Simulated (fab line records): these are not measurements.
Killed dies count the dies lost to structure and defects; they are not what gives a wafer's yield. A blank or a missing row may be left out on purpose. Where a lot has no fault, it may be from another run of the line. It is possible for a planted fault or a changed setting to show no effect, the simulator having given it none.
fab line records ; flow nand_harc ; part 2 of 2: steps 41 to 41 of 41
record lots=6; wafers=18; last_day=30
route steps=1302 shown P_M2@327 P_BONDPAD@351 END@1302
lots with no fault: from the same line, run without faults
start_h: hours from the record's first day to the start of the lot's first wafer shown ; wait_h: hours from the lot's prior step to this one ; " identical to the entry in the row above ; L1.1+2: a single row standing in for several wafers ; - no value, or no start was given ; * or withheld: withheld ; < > ~ a bound
route shown NAME@n: a module of which the file shows steps, and the number in the route of the first ; usual: mean/standard deviation taken from wafers without a fault ; same: alike in all rows ; chamber/n: place in a boat ; sites: per-site readings ; _std_site: how widely they spread, as a standard deviation ; _edge_site: outer sites' mean less inner sites' ; radius_mm: for every site, how far away it sits from the centre of the wafer ; mask NAME#n: copy n ; behind: the last tool/chamber to shape the wafer ; hold: why the lot was held/for how many hours/how that ended ; device: the transistor (n, p or np) that didn't switch ; end of line: at the end of the route, the tests of the same wafers ; where a step has no rows: the recipe by itself ; killed: dies lost to structure and defects at the first sort, not the wafer's yield ; map: shows each die of a wafer: x if killed, . if not, _ if none is there
set.NAME: the setting as run; set.NAME@STEP: as run at that earlier step ; model.NAME: the simulator's own value behind a step, which no gauge read
lots at selected steps of the route; one table per step, one row per wafer
services: a tool's chamber out of use, with start hour (start_h, from the record's first day; less than 0 if before it), hours out, and reason
## steps
# step NHARC_END_SORT_01
# recipe temp_c=25
# usual defect_limited_yield=91.4/2.4; killed_at_array=54/17; killed_at_other=0.7/1; killed_at_periphery=3.7/2.9; killed_dies=58/16; killed_open=3.2/1.9; killed_short=2.2/1.5; sort_bin_2_pct=3.1/1.1; sort_bin_3_pct=0.6/0.33; sort_bin_4_pct=4.9/1.4; sort_n_pass=619/16; sort_rim_yield_pct=94/3.8; sort_yield_pct=91.4/2.4
# same gross_dies=677; sort_bin_5_pct[%]=0; sort_bin_6_pct[%]=0; sort_bin_7_pct[%]=0; sort_bin_8_pct[%]=0; sort_rim_n_gross=106.00
lot.wafer;tool;chamber;start_h;wait_h;defect_limited_yield[%];killed_at_array;killed_at_other;killed_at_periphery;killed_dies;killed_open;killed_short;sort_bin_2_pct[%];sort_bin_3_pct[%];sort_bin_4_pct[%];sort_n_pass;sort_rim_yield_pct[%];sort_yield_pct[%]
L265.2;prober-02;0;573.93;2.8;88.6;77;0;0;77;2;1;4.0;0.7;6.6;600;91;88.6
L265.4;prober-02;0;575.51;3.4;89.5;70;0;1;71;1;3;4.4;1.0;5.0;606;96;89.5
L265.5;prober-02;0;576.30;3.7;86.6;90;0;1;91;3;3;5.2;0.7;7.5;586;92;86.6
L266.3;prober-01;0;574.75;3.1;91.3;47;1;11;59;2;1;3.4;0.4;4.9;618;97;91.3
L266.4;prober-01;0;575.55;3.4;91.7;46;0;10;56;0;2;4.0;0.6;3.7;621;93;91.7
L266.6;prober-01;0;577.14;4.0;90.7;52;1;10;63;2;3;2.7;0.6;6.1;614;96;90.7
L269.1;prober-01;0;597.40;2.5;90.3;62;2;2;66;5;4;3.7;0.7;5.3;611;90;90.3
L269.3;prober-01;0;599.01;3.1;90.5;60;1;3;64;4;0;4.1;0.9;4.4;613;91;90.5
L269.5;prober-01;0;600.62;3.7;90.3;64;1;1;66;1;1;3.1;0.6;6.1;611;89;90.3
L279.1;prober-01;0;706.24;2.5;87.6;47;0;37;84;1;0;4.1;1.8;6.5;593;78;87.6
L279.2;prober-01;0;707.02;2.8;92.9;42;0;6;48;3;5;1.8;0.3;5.0;629;91;92.9
L279.3;prober-01;0;707.81;3.0;93.9;34;0;7;41;3;0;2.2;0.1;3.7;636;98;93.9
L282.1;prober-01;0;726.74;2.5;89.8;67;0;2;69;1;0;3.4;0.6;6.2;608;88;89.8
L282.2;prober-01;0;727.54;2.8;90.4;60;0;5;65;3;2;3.8;0.6;5.2;612;90;90.4
L282.4;prober-01;0;729.14;3.4;85.4;60;0;39;99;4;6;5.9;3.0;5.8;578;83;85.4
# killed by level:class
L265.2 A_CHANNEL_HOLE_D2:chamber_film_flake=27 A_CHANNEL_HOLE_D1:chamber_film_flake=24 A_SLIT:chamber_film_flake=15 A_WL_FILL:chamber_film_flake=3 A_SGD_CUT:chamber_film_flake=2 A_ONON_D2:geometric_particle:open=1 A_CHANNEL_FILL_D2:geometric_particle:open=1 A_CHANNEL_FILL_D2:geometric_particle:short=1
L266.3 A_CHANNEL_HOLE_D1:chamber_film_flake=31 A_CHANNEL_HOLE_D2:chamber_film_flake=11 P_CONTACT:chamber_film_flake=9 A_STAIRCASE:chamber_film_flake=3 P_STI:chamber_film_flake=2 A_WL_FILL:geometric_particle:short=1 A_M0:geometric_particle:open=1 STARTING-WAFER:geometric_particle:open=1
L265.4 A_CHANNEL_HOLE_D2:chamber_film_flake=30 A_SLIT:chamber_film_flake=14 A_CHANNEL_HOLE_D1:chamber_film_flake=14 A_CONTACT:chamber_film_flake=4 A_SGD_CUT:chamber_film_flake=3 A_CONTACT:unspecified=2 P_M1:geometric_particle:open=1 A_ONON_D1:geometric_particle:short=1
L266.4 A_CHANNEL_HOLE_D1:chamber_film_flake=32 P_CONTACT:chamber_film_flake=7 A_CHANNEL_HOLE_D2:chamber_film_flake=6 P_STI:chamber_film_flake=2 A_ZERO_WELL:chamber_film_flake=2 A_CONTACT:chamber_film_flake=2 A_ONON_D1:geometric_particle:short=1 A_WL_FILL:geometric_particle:short=1
L265.5 A_CHANNEL_HOLE_D1:chamber_film_flake=31 A_CHANNEL_HOLE_D2:chamber_film_flake=30 A_SLIT:chamber_film_flake=14 A_DECK1_JOINT:chamber_film_flake=4 A_CHANNEL_FILL_D1:geometric_particle:short=1 A_CHANNEL_FILL_D1:geometric_particle:open=1 A_WL_FILL:geometric_particle:open=1 A_WL_FILL:geometric_particle:short=1
L266.6 A_CHANNEL_HOLE_D1:chamber_film_flake=36 P_CONTACT:chamber_film_flake=6 A_CONTACT:chamber_film_flake=4 A_CHANNEL_HOLE_D2:chamber_film_flake=3 P_STI:chamber_film_flake=2 A_ZERO_WELL:chamber_film_flake=2 A_CHANNEL_FILL_D2:chamber_film_flake=2 P_CONTACT:geometric_particle:short=1
L269.1 A_CHANNEL_HOLE_D1:chamber_film_flake=32 A_SLIT:chamber_film_flake=16 A_CHANNEL_HOLE_D2:chamber_film_flake=6 P_CONTACT:geometric_particle:open=1 A_SOURCE_PLATE:geometric_particle:open=1 A_ONON_D1:geometric_particle:short=1 A_CHANNEL_FILL_D1:geometric_particle:open=1 A_ONON_D2:geometric_particle:open=1
L269.3 A_CHANNEL_HOLE_D1:chamber_film_flake=35 A_SLIT:chamber_film_flake=11 A_CHANNEL_HOLE_D2:chamber_film_flake=6 P_STI:chamber_film_flake=3 A_ZERO_WELL:chamber_film_flake=2 A_ONON_D1:geometric_particle:open=1 A_ONON_D2:geometric_particle:open=1 A_CHANNEL_FILL_D2:geometric_particle:open=1
L269.5 A_CHANNEL_HOLE_D1:chamber_film_flake=43 A_SLIT:chamber_film_flake=10 A_CHANNEL_HOLE_D2:chamber_film_flake=3 A_WL_FILL:chamber_film_flake=2 A_ONON_D2:geometric_particle:short=1 A_M1:geometric_particle:open=1 P_STI:chamber_film_flake=1 A_DECK1_JOINT:chamber_film_flake=1
L279.1 P_M2:unspecified=35 A_CHANNEL_HOLE_D2:chamber_film_flake=14 A_CHANNEL_HOLE_D1:chamber_film_flake=12 A_CONTACT:chamber_film_flake=10 A_CHANNEL_FILL_D2:chamber_film_flake=3 A_SLIT:chamber_film_flake=3 P_M0:geometric_particle:open=1 P_ZERO_WELL:chamber_film_flake=1
L279.2 A_CHANNEL_HOLE_D2:chamber_film_flake=17 A_CHANNEL_HOLE_D1:chamber_film_flake=7 P_BONDPAD:chamber_film_flake=4 A_CONTACT:chamber_film_flake=3 A_BLC:geometric_particle:open=2 A_CHANNEL_FILL_D1:chamber_film_flake=2 A_DECK1_JOINT:chamber_film_flake=2 A_BONDPAD:chamber_film_flake=2
L279.3 A_CHANNEL_HOLE_D2:chamber_film_flake=19 A_CHANNEL_HOLE_D1:chamber_film_flake=6 A_SLIT:chamber_film_flake=4 P_BONDPAD:chamber_film_flake=3 P_GATE:geometric_particle:open=1 P_CONTACT:geometric_particle:open=1 A_DECK1_JOINT:geometric_particle:open=1 P_GATE:chamber_film_flake=1
L282.1 A_SLIT:chamber_film_flake=33 A_CHANNEL_HOLE_D2:chamber_film_flake=16 A_STAIRCASE:chamber_film_flake=7 A_CONTACT:chamber_film_flake=7 A_DECK1_JOINT:geometric_particle:open=1 P_ZERO_WELL:chamber_film_flake=1 P_GATE:chamber_film_flake=1 A_CHANNEL_HOLE_D1:chamber_film_flake=1
L282.2 A_CHANNEL_HOLE_D2:chamber_film_flake=18 A_SLIT:chamber_film_flake=17 A_CONTACT:chamber_film_flake=8 A_CHANNEL_HOLE_D1:chamber_film_flake=5 A_STAIRCASE:chamber_film_flake=4 P_STI:chamber_film_flake=2 P_GATE:chamber_film_flake=2 A_DECK1_JOINT:chamber_film_flake=2
L282.4 P_M2:unspecified=33 A_SLIT:chamber_film_flake=27 A_CHANNEL_HOLE_D2:chamber_film_flake=13 A_CONTACT:chamber_film_flake=4 P_GATE:chamber_film_flake=3 A_CHANNEL_HOLE_D1:chamber_film_flake=3 A_CHANNEL_FILL_D2:geometric_particle:open=2 A_DECK1_JOINT:chamber_film_flake=2
# map L279.1 (x killed, . not)
____________.____________
_________......._________
_______..........._______
______.............______
_____..............._____
____.................____
____.................____
___...................___
___.x...............xx___
__...................xx__
__...............x....x__
_...............x...xxxx_
_.........x..x......x.xx_
_...........x....x....x._
_................x...xxx_
_.............xx......xx_
.............x.xx........
............x.x..x.......
........................x
.................x.......
x...........x............
_.............x.x......._
_......................._
_......x.....x.........._
_......................._
_......................._
__...x.......x.........__
__.........x...........__
___...................___
___.........x.........___
____......xx...x.....____
____.....x.xx........____
_____.....xxxxxx...._____
______..xxxxxxxx..x______
_______.xxxxxxxx.x_______
_________xxxxxxx_________
____________x____________
# map L282.4 (x killed, . not)
____________.____________
_________......._________
_______.....x....._______
______....x........______
_____..............._____
____..........x......____
____........x..x.....____
___x.........x........___
___...................___
__....................x__
__....................x__
_..............x..xx...._
_.x.............x......x_
_............x..x.....x._
_......x..x.xxxxx.x....._
_............x..x......._
.....x.......xxxxx.......
.............xxxx........
...........xxxxxxx.......
...........x.xxxx...x...x
.............xxx.........
_.............xxx......._
_.............x.x......._
_..............x........_
_......................._
_...........x.....x....._
__.....................__
__.....................__
___.x.................___
___...................___
____........x........____
____......x..x.x.....____
_____.xx..xxxx......_____
______..xxxxxxxx...______
_______xxxxxxxxx.._______
_________xxxxxxx_________
____________x____________
## services
tool;chamber;start_h;hours;kind
rie_diel-02;2;120.63;4.5;repair
rie_diel-03;-;133.82;0.7;repair
cmp-02;-;134.51;4.0;pm
cmp-01;-;139.11;6.0;repair
cmp-02;-;142.66;1.2;repair
rie_diel-02;3;159.18;2.5;repair
cmp-02;-;159.98;1.5;repair
rie_diel-03;2;160.51;6.5;repair
pvd_sputter-03;-;170.00;10.0;pm
cmp-01;-;185.61;4.0;pm
rie_diel-12;0;193.16;1.3;repair
rie_diel-11;0;195.91;6.3;repair
rie_diel-01;3;195.96;11.3;repair
cmp-01;-;196.53;0.8;repair
rie_diel-01;-;203.80;9.0;pm
rie_diel-02;0;211.40;7.4;repair
rie_diel-02;-;224.03;9.0;pm
pvd_sputter-01;-;226.03;10.0;pm
rie_diel-01;1;241.82;21.5;repair
rie_diel-11;-;255.50;9.0;pm
rie_diel-12;-;267.64;0.8;repair
cmp-01;-;283.61;4.0;pm
rie_diel-12;1;289.48;20.6;repair
cmp-01;-;296.14;2.2;repair
## key
first_sign step=NHARC_END_SORT_01; reading=killed_at_periphery; direction=up; sigmas=12; usual=3.7; struck=38
more_kills_born_at NHARC_P_M2_PRE_CLEAN_30@pvd_sputter-03=68
met_at NHARC_P_M2_PRE_CLEAN_30
struck_wafers L279.1,L282.4
fault kind=chamber_particle_source; tool=pvd_sputter-03; chamber=-; onset_h=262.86; steps=NHARC_P_M2_PRE_CLEAN_30; rate_per_visit_cm2=1.4327; end_h=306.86; scope=struck_wafers_only
